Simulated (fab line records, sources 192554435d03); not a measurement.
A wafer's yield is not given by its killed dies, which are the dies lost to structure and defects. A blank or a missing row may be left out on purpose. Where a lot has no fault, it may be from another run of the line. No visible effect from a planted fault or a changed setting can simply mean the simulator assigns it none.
Matching of chambers | flow n5-finfet | N5_BEOL_M0_SAQP_DESCUM_19 on rie-diel-01 has 4 sister chambers
The step chemistry O2, time 7.9 s. 18 wafers are shown with their chamber, then 9 later ones without.

EACH WAFER AND ITS CHAMBER
wafer  | chamber | drypump-motor-current-A (A) | showerhead-plenum-p-Torr (Torr) | throttle-valve-pct (%)
L077.3 | 3       | 6.4                         | 2.05                            | 20.34
L077.4 | 0       | 5.6                         | 2.12                            | 20.51
L077.6 | 2       | 5.2                         | 2.08                            | 19.99
L079.1 | 2       | 5.3                         | 2.08                            | 20.00
L079.2 | 0       | 5.6                         | 2.12                            | 20.51
L079.4 | 0       | 5.6                         | 2.12                            | 20.51
L081.2 | 0       | 5.6                         | 2.12                            | 20.51
L081.4 | 2       | 5.2                         | 2.08                            | 20.01
L081.6 | 3       | 6.4                         | 2.05                            | 20.34
L082.1 | 2       | 5.2                         | 2.08                            | 20.02
L082.2 | 3       | 6.4                         | 2.05                            | 20.36
L082.6 | 3       | 6.4                         | 2.05                            | 20.34
L084.3 | 1       | 4.9                         | 1.99                            | 20.40
L084.5 | 0       | 5.6                         | 2.11                            | 20.53
L084.6 | 1       | 4.9                         | 1.99                            | 20.41
L093.2 | 3       | 6.4                         | 2.05                            | 20.38
L093.5 | 2       | 5.2                         | 2.07                            | 20.06
L093.6 | 1       | 4.9                         | 1.98                            | 20.43

SIGNATURES (averages over the wafers above)
reading                  | chamber 0 | chamber 1 | chamber 2 | chamber 3 | scatter within a chamber
drypump-motor-current-A  | 5.600     | 4.900     | 5.220     | 6.400     | 0.0239
showerhead-plenum-p-Torr | 2.1180    | 1.9867    | 2.0780    | 2.0500    | 0.00402
throttle-valve-pct       | 20.5140   | 20.4133   | 20.0160   | 20.3520   | 0.0189
Rule: for a wafer and a chamber, the distance is found by dividing, reading by reading, the gap between the wafer's reading and the chamber's mean by the reading's scatter, squaring, summing and taking the root. The wafer belongs to the nearest chamber; if the next one is less than 2 further off, it can't be placed. The scatter: take each reading less its chamber's mean, square it, sum over the shown wafers, divide by the number of wafers less the number of chambers, and take the root.

WAFERS WITHOUT THEIR CHAMBER
wafer  | drypump-motor-current-A (A) | showerhead-plenum-p-Torr (Torr) | throttle-valve-pct (%)
L094.1 | 5.2                         | 2.07                            | 20.04
L094.4 | 5.6                         | 2.11                            | 20.56
L094.6 | 5.2                         | 2.07                            | 20.03
L095.1 | 5.6                         | 2.11                            | 20.56
L095.3 | 4.9                         | 1.98                            | 20.40
L095.4 | 6.4                         | 2.04                            | 20.38
L096.2 | 5.6                         | 2.11                            | 20.56
L096.4 | 5.2                         | 2.07                            | 20.04
L096.6 | 5.6                         | 2.11                            | 20.55

WHICH CHAMBER EACH ONE RAN IN
wafer  | from the rows above | in truth
L094.1 | 2                   | 2
L094.4 | 0                   | 0
L094.6 | 2                   | 2
L095.1 | 0                   | 0
L095.3 | 1                   | 1
L095.4 | 3                   | 3
L096.2 | 0                   | 0
L096.4 | 2                   | 2
L096.6 | 0                   | 0
9 of 9 placed correctly. Can't be placed from these rows: 0. 0 placed wrongly.
